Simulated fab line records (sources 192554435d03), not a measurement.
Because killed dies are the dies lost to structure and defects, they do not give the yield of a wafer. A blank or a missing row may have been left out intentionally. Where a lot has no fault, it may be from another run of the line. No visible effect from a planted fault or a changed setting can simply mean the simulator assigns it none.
fab line records | flow n5-finfet
record lots=9 wafers=27 last-day=17
route steps=1938 shown BEOL_M5@1135
lots with no fault: from the same line, run without faults
start-h: hours from the record's opening day to when the first of the lot's shown wafers began | wait-h: how many hours have passed since the lot's step before this one | " the same as in the row above | L1.1+2: a row that stands for several wafers | - no value, or no start was given | * or withheld: withheld | < > ~ a bound
route shown NAME@n: names a module that has steps shown in the file, with the first one's number in the route | usual: average and standard deviation across the fault-free wafers | same: alike in all rows | chamber/n: place in a boat | sites: the reading at each site | _std_site: the standard deviation of these | _edge_site: outer sites' mean less inner sites' | radius-mm: for every site, how far away it sits from the centre of the wafer | mask NAME#n: copy n | behind: the tool/chamber that last shaped the wafer | hold: what put the lot on hold/how long, in hours/how the hold closed | device: whichever transistor did not switch (one of n, p or np) | end of line: tests run on the same wafers once the route is complete | a step given without rows: its recipe and nothing more | killed: at the first sort, the dies lost to defects and structure; wafer yield is something else | map: a wafer's dies, marking killed ones x, the rest . and places with no die _
set.NAME: the run value of the setting; set.NAME@STEP: its run value at that earlier step | model.NAME: the simulator's own value behind a step, which no gauge read
a sample of lots followed through the steps of the route, with each step as a table and each wafer as a row
services: from which hour (start-h, from the record's first day; less than 0 if before it) a tool's chamber was out of use, for how many hours, and why
## steps
# step N5_BEOL_M5_STRIP_64
# recipe chemistry=CF4 resist=SiARC power-w=300 bias-power-w=75 pressure-mtorr=50 cf4-flow-sccm=150 rf-frequency-hz=6e+07
# usual drypump-motor-current-A=5.5/0.46 oes-product-au=0.78/0.081 power-w=300.1/0.96 rf-vpp-V=271.4/1.3 showerhead-plenum-p-Torr=1.81/0.051 throttle-valve-pct=13.60/0.22
# columns lot.wafer tool chamber start-h wait-h drypump-motor-current-A oes-product-au power-w rf-hours-counter-h rf-vpp-V showerhead-plenum-p-Torr throttle-valve-pct
L149.1 rie-diel-03 3 166.58 0.0 5.1 0.83 300.8 88 270.4 1.81 13.43
L149.5 " 0 " " 5.3 0.71 300.7 - 270.9 1.85 13.62
L149.6 " 1 " " 5.2 0.71 299.3 - 273.1 1.85 13.66
L157.2 rie-diel-05 0 216.51 0.0 5.3 0.75 301.5 168 272.4 1.79 13.44
L157.3 " 1 " " 5.6 0.94 300.3 3 274.4 1.90 13.47
L157.6 " 3 " " 5.4 0.73 302.3 - 272.5 1.86 13.65
L160.1 rie-diel-06 0 237.32 0.0 5.5 0.74 299.8 168 269.7 1.72 13.81
L160.2 " 2 " " 5.7 0.73 302.0 158 269.8 1.73 13.98
L160.4 " 1 " " 5.3 0.83 299.5 78 271.5 1.82 13.61
L164.1 rie-diel-03 1 267.71 0.0 5.2 0.69 299.1 231 271.5 1.84 13.76
L164.4 " 2 " " 4.8 0.89 300.3 24 271.6 1.76 13.05
L164.6 " 0 " " 5.3 0.68 300.5 - 271.0 1.84 13.70
L166.3 rie-diel-03 3 276.25 0.0 5.1 0.80 299.6 116 270.9 1.80 13.50
L166.4 " 0 " " 5.3 0.69 300.5 224 270.7 1.84 13.73
L166.6 " 1 " " 5.2 0.69 299.9 - 273.3 1.84 13.76
L167.1 rie-diel-06 0 279.38 0.0 5.5 0.72 300.5 182 268.9 1.72 13.84
L167.3 " 1 " " 5.3 0.82 300.3 92 270.6 1.82 13.66
L167.6 " 0 " " 5.5 0.73 299.9 - 269.6 1.72 13.84
L170.2 rie-diel-03 2 294.10 0.0 4.8 0.88 298.8 32 270.3 1.76 13.08
L170.3 " 0 " " 5.3 0.68 299.9 229 273.3 1.84 13.72
L170.6 " 0 " " 5.3 0.68 300.4 - 272.8 1.84 13.72
L172.3 rie-diel-03 1 306.22 0.0 5.2 0.68 300.0 240 271.8 1.84 13.78
L172.4 " 0 " " 5.3 0.68 300.4 233 272.3 1.84 13.74
L172.6 " 0 " " 5.3 0.68 298.3 - 272.1 1.84 13.74
L171.1 rie-diel-06 3 306.96 0.0 6.8 0.81 301.3 81 271.9 1.81 13.41
L171.3 " 0 " " 5.5 0.71 299.5 191 270.4 1.71 13.86
L171.5 " 2 " " 5.7 0.71 299.7 - 268.5 1.73 14.03
# step N5_BEOL_M5_COAT_74
# recipe resist=underlayer temp-c=205 time-s=60 spin-rpm=1500 resist-thk-nm=5
# usual exhaust-pa=44.9/0.81 spin-speed-rpm=1500.1/0.82
# columns lot.wafer tool chamber start-h wait-h exhaust-pa spin-speed-rpm
L149.1 litho-track-02 0 166.98 - 44.5 1499.3
L149.5 " 0 " " 45.3 1500.3
L149.6 " 0 " " 43.5 1500.3
L157.2 litho-track-02 0 217.88 - 43.9 1501.2
L157.3 " 0 " " 44.1 1500.6
L157.6 " 0 " " 43.9 1499.6
L160.1 litho-track-02 0 238.20 - 44.5 1499.8
L160.2 " 0 " " 45.3 1500.4
L160.4 " 0 " " 45.2 1499.3
L164.1 litho-track-02 0 267.99 - 44.9 1666.3
L164.4 " 0 " " 44.6 1667.7
L164.6 " 0 " " 44.6 1666.1
L166.3 litho-track-02 0 276.81 - 43.8 1666.8
L166.4 " 0 " " 45.1 1667.0
L166.6 " 0 " " 44.6 1666.4
L167.1 litho-track-02 0 280.19 - 45.6 1666.4
L167.3 " 0 " " 45.0 1667.5
L167.6 " 0 " " 45.2 1666.1
L170.2 litho-track-01 0 294.37 - 44.9 1500.8
L170.3 " 0 " " 45.1 1500.4
L170.6 " 0 " " 45.5 1499.5
L172.3 litho-track-01 0 307.49 - 46.3 1499.3
L172.4 " 0 " " 45.9 1499.6
L172.6 " 0 " " 46.2 1500.5
L171.1 litho-track-05 0 307.55 - 45.2 1501.7
L171.3 " 0 " " 44.1 1500.5
L171.5 " 0 " " 44.5 1500.3
# step N5_BEOL_M5_INSPECT_30
# recipe mode=adi inspect-instrument=brightfield
# usual raw-defect-count=432/89
# columns lot.wafer tool chamber start-h wait-h raw-defect-count
L149.1 defect-inspect-01 - 167.34 0.1 457
L149.5 " - " " 377
L149.6 " - " " 396
L157.2 defect-inspect-01 - 218.24 0.0 386
L157.3 " - " " 518
L157.6 " - " " 443
L160.1 defect-inspect-02 - 238.57 0.1 385
L160.2 " - " " 501
L160.4 " - " " 352
L164.1 defect-inspect-01 - 268.47 0.1 382
L164.4 " - " " 343
L164.6 " - " " 283
L166.3 defect-inspect-02 - 277.34 0.0 659
L166.4 " - " " 400
L166.6 " - " " 510
L167.1 defect-inspect-02 - 280.55 0.1 395
L167.3 " - " " 377
L167.6 " - " " 557
L170.2 defect-inspect-02 - 294.73 0.0 538
L170.3 " - " " 457
L170.6 " - " " 562
L172.3 defect-inspect-02 - 307.97 0.0 440
L172.4 " - " " 455
L172.6 " - " " 327
L171.1 defect-inspect-01 - 308.07 0.1 453
L171.3 " - " " 440
L171.5 " - " " 515
# step N5_BEOL_M5_DESCUM_33
# recipe chemistry=O2 time-s=7 source-power-w=50 bias-power-w=20 pressure-mtorr=20 rf-frequency-hz=2.712e+07 temp-c=40 resist=CAR-EUV o2-flow-sccm=225
# usual drypump-motor-current-A=5.6/0.48 oes-product-au=0.79/0.086 rf-vpp-V=243.2/1.5 showerhead-plenum-p-Torr=2.09/0.068 temp-c=40.00/0.11 throttle-valve-pct=20.45/0.24
# columns lot.wafer tool chamber start-h wait-h drypump-motor-current-A oes-product-au rf-hours-counter-h rf-vpp-V showerhead-plenum-p-Torr temp-c throttle-valve-pct
L149.1 rie-diel-05 0 167.38 0.0 5.3 0.76 154 244.1 2.08 40.03 20.14
L149.5 " 2 " " 6.0 0.69 - 243.7 2.06 40.02 20.72
L149.6 " 3 " " 5.4 0.75 - 245.2 2.18 40.14 20.41
L157.2 rie-diel-05 0 218.31 0.1 5.3 0.76 169 243.7 2.08 39.95 20.14
L157.3 " 2 " " 6.0 0.69 250 244.0 2.05 39.90 20.75
L157.6 " 1 " " 5.6 0.96 - 245.5 2.23 39.74 20.44
L160.1 rie-diel-05 2 238.60 0.0 6.0 0.99 1 242.6 2.05 39.99 20.39
L160.2 " 3 " " 5.4 0.73 191 244.7 2.17 39.92 20.42
L160.4 " 1 " " 5.6 0.91 11 245.4 2.23 40.10 20.43
L164.1 rie-diel-03 0 268.51 0.0 5.3 0.69 222 243.7 2.15 39.97 20.48
L164.4 " 3 " " 5.1 0.81 114 243.6 2.10 39.95 20.31
L164.6 " 3 " " 5.1 0.81 - 244.3 2.10 39.97 20.32
L166.3 rie-diel-05 0 277.37 0.0 5.3 0.74 189 243.1 2.07 40.15 20.18
L166.4 " 2 " " 6.0 0.95 13 241.3 2.05 39.91 20.40
L166.6 " 1 " " 5.6 0.90 - 245.6 2.22 40.02 20.45
L167.1 rie-diel-05 0 280.58 0.0 5.3 0.74 190 243.1 2.07 40.05 20.18
L167.3 " 2 " " 6.0 0.95 14 242.2 2.05 39.91 20.41
L167.6 " 3 " " 5.4 0.73 - 245.2 2.17 40.06 20.46
L170.2 rie-diel-06 0 294.76 0.0 5.5 0.73 187 240.5 2.00 39.89 20.71
L170.3 " 3 " " 6.8 0.84 77 243.1 2.11 40.04 20.21
L170.6 " 0 " " 5.5 0.73 - 241.7 2.00 40.15 20.72
L172.3 rie-diel-06 1 308.14 0.2 5.4 0.83 100 241.6 2.11 40.09 20.52
L172.4 " 2 " " 5.7 0.71 181 241.9 2.00 39.96 20.85
L172.6 " 1 " " 5.3 0.82 - 242.6 2.11 40.03 20.55
L171.1 rie-diel-03 3 308.37 0.3 5.1 0.79 125 242.6 2.10 39.84 20.33
L171.3 " 0 " " 5.3 0.67 233 245.3 2.15 40.20 20.49
L171.5 " 1 " " 5.2 0.67 - 245.7 2.14 40.05 20.45
# step N5_BEOL_M5_ETCH_75
# recipe chemistry=N2/H2 target=underlayer target-depth-a=65 mask-material=CAR-EUV time-s=5.2 ion-energy-ev=200 pressure-mtorr=30 source-w=840 bias-w=150 n2-flow-sccm=200 h2-flow-sccm=200 ends=cleared
# usual bias-w=149.9/0.43 drypump-motor-current-A=5.6/0.49 etch-rf-on-time-s=5.21/0.096 oes-product-au=0.67/0.074 rf-vpp-V=524.0/2.7 showerhead-plenum-p-Torr=2.55/0.085 throttle-valve-pct=17.88/0.27
# columns lot.wafer tool chamber start-h wait-h bias-w drypump-motor-current-A etch-rf-on-time-s oes-product-au rf-hours-counter-h rf-vpp-V showerhead-plenum-p-Torr throttle-valve-pct
L149.1 rie-diel-05 0 167.41 0.0 150.0 5.3 5.16 0.64 154 525.1 2.54 17.54
L149.5 " 2 " " 149.5 6.0 5.23 0.60 - 523.4 2.50 18.25
L149.6 " 3 " " 149.7 5.4 5.26 0.64 - 526.9 2.65 17.75
L157.2 rie-diel-05 0 218.35 0.0 149.7 5.3 5.28 0.64 169 522.1 2.53 17.57
L157.3 " 2 " " 150.4 6.0 5.33 0.57 250 523.5 2.50 18.30
L157.6 " 1 " " 149.5 5.6 5.12 0.81 - 531.3 2.71 17.87
L160.1 rie-diel-05 2 238.63 0.0 149.4 6.0 5.19 0.84 1 519.6 2.50 17.88
L160.2 " 3 " " 150.0 5.4 5.24 0.61 191 524.4 2.63 17.81
L160.4 " 1 " " 149.6 5.6 5.03 0.79 11 526.5 2.71 17.86
L164.1 rie-diel-03 0 268.54 0.0 150.3 5.4 5.06 0.58 222 525.4 2.63 17.99
L164.4 " 3 " " 150.3 5.1 4.97 0.70 114 524.1 2.55 17.69
L164.6 " 3 " " 150.0 5.1 5.03 0.69 - 525.6 2.55 17.68
L166.3 rie-diel-05 0 277.41 0.0 150.8 5.3 4.94 0.62 189 526.1 2.53 17.60
L166.4 " 2 " " 149.9 6.0 5.01 0.79 13 522.0 2.49 17.93
L166.6 " 1 " " 150.0 5.6 4.73 0.76 - 529.1 2.70 17.84
L167.1 rie-diel-05 0 280.61 0.0 149.5 5.3 5.01 0.62 190 522.6 2.52 17.60
L167.3 " 2 " " 150.2 6.0 5.00 0.80 14 522.7 2.49 17.88
L167.6 " 3 " " 150.3 5.4 5.00 0.61 - 526.1 2.63 17.81
L170.2 rie-diel-06 0 294.80 0.0 149.0 5.5 5.16 0.63 187 520.6 2.42 18.08
L170.3 " 3 " " 149.7 6.8 5.15 0.71 77 525.5 2.57 17.60
L170.6 " 0 " " 149.4 5.5 5.23 0.62 - 518.0 2.42 18.05
L172.3 rie-diel-06 1 308.17 0.0 149.4 5.3 5.12 0.70 100 525.2 2.57 18.02
L172.4 " 2 " " 149.7 5.7 5.29 0.60 181 523.2 2.43 18.37
L172.6 " 1 " " 149.3 5.3 5.17 0.70 - 526.3 2.57 17.99
L171.1 rie-diel-03 3 308.40 0.0 149.1 5.1 5.25 0.68 125 521.9 2.55 17.71
L171.3 " 0 " " 150.2 5.4 5.27 0.58 233 526.1 2.62 17.99
L171.5 " 1 " " 150.1 5.2 5.42 0.57 - 524.1 2.61 17.96
## services
# columns tool chamber start-h hours kind
rie-diel-06 3 158.92 1.5 repair
rie-diel-03 2 161.17 - clean
rie-diel-03 2 161.17 - consumable-replace:focus-ring
rie-diel-03 2 161.17 17.2 scheduled-down
rie-diel-03 2 161.17 17.2 vent-cycle
rie-diel-05 1 189.36 - clean
rie-diel-05 1 189.36 - consumable-replace:focus-ring
rie-diel-05 1 189.36 - consumable-replace:showerhead
rie-diel-05 1 189.36 17.0 scheduled-down
rie-diel-05 1 189.36 17.0 vent-cycle
rie-diel-03 2 208.36 12.5 repair
rie-diel-03 3 217.87 22.0 repair
rie-diel-05 2 219.60 - clean
rie-diel-05 2 219.60 - consumable-replace:focus-ring
rie-diel-05 2 219.60 16.4 scheduled-down
rie-diel-05 2 219.60 16.4 vent-cycle
rie-diel-05 3 240.96 8.6 repair
litho-track-05 - 246.46 - consumable-replace:filter
rie-diel-05 2 283.44 5.7 repair
rie-diel-03 1 291.24 4.8 repair
rie-diel-03 - 296.14 0.2 repair
rie-diel-06 - 307.82 0.2 repair
## key
first-sign step=N5_BEOL_M5_COAT_74 reading=spin-speed-rpm direction=up sigmas=99+ usual=* struck=*
effect step=N5_BEOL_M5_ETCH_75 reading=etch-rf-on-time-s direction=down sigmas=2.5 usual=* struck=*
met-at N5_BEOL_M5_COAT_74
struck-lots L164,L166,L167
not-acting-at N5_BEOL_M5_STRIP_64,N5_BEOL_M5_INSPECT_30,N5_BEOL_M5_DESCUM_33
onset-between 238.20 267.99
fault kind=process-parameter-drift tool=litho-track-02 chamber=- onset-h=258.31 steps=N5_BEOL_M5_COAT_74 channel=spin-rpm offset=* shape=step end-h=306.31 acts-in=* stated=*
